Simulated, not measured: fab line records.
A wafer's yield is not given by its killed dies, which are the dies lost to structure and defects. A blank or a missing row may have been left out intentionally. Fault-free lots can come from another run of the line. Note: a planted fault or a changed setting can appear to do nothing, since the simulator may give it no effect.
Chamber matching ; flow nand harc ; rie diel-09 running NHARC_A_STAIRCASE_TRIM_196: 4 sister chambers
The step chemistry O2, time 211.2 s. 8 wafers are shown with their chamber, then 8 later ones without.

WAFERS WITH THEIR CHAMBER
wafer;chamber;drypump motor current A (A);showerhead plenum p Torr (Torr)
L465.5;2;4.9;3.50
L468.3;2;4.9;3.50
L470.2;0;5.1;3.53
L470.3;1;4.9;3.49
L472.2;0;5.0;3.52
L472.4;3;5.5;3.80
L472.5;1;4.9;3.48
L475.1;3;5.6;3.80

WAFERS WHOSE CHAMBER IS MISSING
wafer;drypump motor current A (A);showerhead plenum p Torr (Torr)
L475.2;4.9;3.49
L475.4;4.9;3.48
L483.1;4.9;3.47
L483.4;4.9;3.49
L483.6;5.1;3.51
L485.1;5.1;3.51
L485.3;5.5;3.78
L485.4;4.9;3.49

CHAMBER TAKEN BY EACH
wafer;from the rows above;in truth
L475.2;can't be placed: 1 or 2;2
L475.4;1;1
L483.1;1;1
L483.4;can't be placed: 1 or 2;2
L483.6;can't be placed: 0 or 2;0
L485.1;can't be placed: 0 or 2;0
L485.3;3;3
L485.4;can't be placed: 1 or 2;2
Correct placement for 3 of the 8. Unplaceable from these rows: 5, with the true chamber sitting among the candidates in 5. Number placed wrongly: 0.
How it was worked out, from the rows above alone: a wafer's distance from a chamber is the root of the sum, over the readings, of the square of ((its reading less the chamber's mean) divided by the reading's scatter). If the next closest chamber is less than 2 further off than the closest, the wafer can't be placed; otherwise it belongs to the closest. A chamber's mean is the mean of its shown wafers. The scatter is the square root of a quotient: the sum, over the shown wafers, of each reading's squared deviation from its chamber's mean, divided by wafers minus chambers.
